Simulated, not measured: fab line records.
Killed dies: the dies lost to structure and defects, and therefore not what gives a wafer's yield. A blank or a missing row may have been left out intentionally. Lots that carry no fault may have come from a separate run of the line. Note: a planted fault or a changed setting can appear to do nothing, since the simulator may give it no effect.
Matching of chambers :: flow n5-finfet :: 3 sister chambers for N5_FIN_SAQP_HM_DEP_03 on pecvd-02
The step deposits SiNx from SiH4/NH3/N2, target thk 38 nm, time 33.6 s. 6 wafers are shown with their chamber, then 9 later ones without.

WAFERS WITH THEIR CHAMBER
wafer: L090.2
chamber: 2
showerhead-plenum-p-Torr (Torr): 5.02
throttle-valve-pct (%): 37.9

wafer: L090.5
chamber: 0
showerhead-plenum-p-Torr (Torr): 5.21
throttle-valve-pct (%): 40.4

wafer: L090.6
chamber: 1
showerhead-plenum-p-Torr (Torr): 5.17
throttle-valve-pct (%): 36.4

wafer: L092.2
chamber: 2
showerhead-plenum-p-Torr (Torr): 5.01
throttle-valve-pct (%): 38.3

wafer: L092.3
chamber: 0
showerhead-plenum-p-Torr (Torr): 5.21
throttle-valve-pct (%): 40.5

wafer: L092.4
chamber: 1
showerhead-plenum-p-Torr (Torr): 5.19
throttle-valve-pct (%): 36.1

WAFERS WITH NO CHAMBER GIVEN
wafer: L094.3
showerhead-plenum-p-Torr (Torr): 5.21
throttle-valve-pct (%): 40.6

wafer: L094.4
showerhead-plenum-p-Torr (Torr): 5.20
throttle-valve-pct (%): 40.8

wafer: L094.6
showerhead-plenum-p-Torr (Torr): 5.01
throttle-valve-pct (%): 38.3

wafer: L095.4
showerhead-plenum-p-Torr (Torr): 5.21
throttle-valve-pct (%): 40.9

wafer: L095.5
showerhead-plenum-p-Torr (Torr): 5.01
throttle-valve-pct (%): 38.3

wafer: L095.6
showerhead-plenum-p-Torr (Torr): 5.17
throttle-valve-pct (%): 36.0

wafer: L097.1
showerhead-plenum-p-Torr (Torr): 5.18
throttle-valve-pct (%): 36.2

wafer: L097.4
showerhead-plenum-p-Torr (Torr): 5.19
throttle-valve-pct (%): 36.4

wafer: L097.6
showerhead-plenum-p-Torr (Torr): 5.21
throttle-valve-pct (%): 40.7

THE CHAMBER EACH PASSED THROUGH
wafer: L094.3
from the rows above: 0
in truth: 0

wafer: L094.4
from the rows above: 0
in truth: 0

wafer: L094.6
from the rows above: 2
in truth: 2

wafer: L095.4
from the rows above: 0
in truth: 0

wafer: L095.5
from the rows above: 2
in truth: 2

wafer: L095.6
from the rows above: 1
in truth: 1

wafer: L097.1
from the rows above: 1
in truth: 1

wafer: L097.4
from the rows above: 1
in truth: 1

wafer: L097.6
from the rows above: 0
in truth: 0
Placed correctly: 9 of 9. Left unplaced by these rows: 0. Number placed wrongly: 0.
How it was worked out, from the rows above alone: a wafer's distance from a chamber is the root of the sum, over the readings, of the square of ((its reading less the chamber's mean) divided by the reading's scatter). The wafer belongs to the nearest chamber; if the next one is less than 2 further off, it can't be placed. A chamber's mean is the mean of its shown wafers. The scatter: the root of (the sum of the squares of (reading less its chamber's mean) over the shown wafers, divided by (wafers less chambers)).
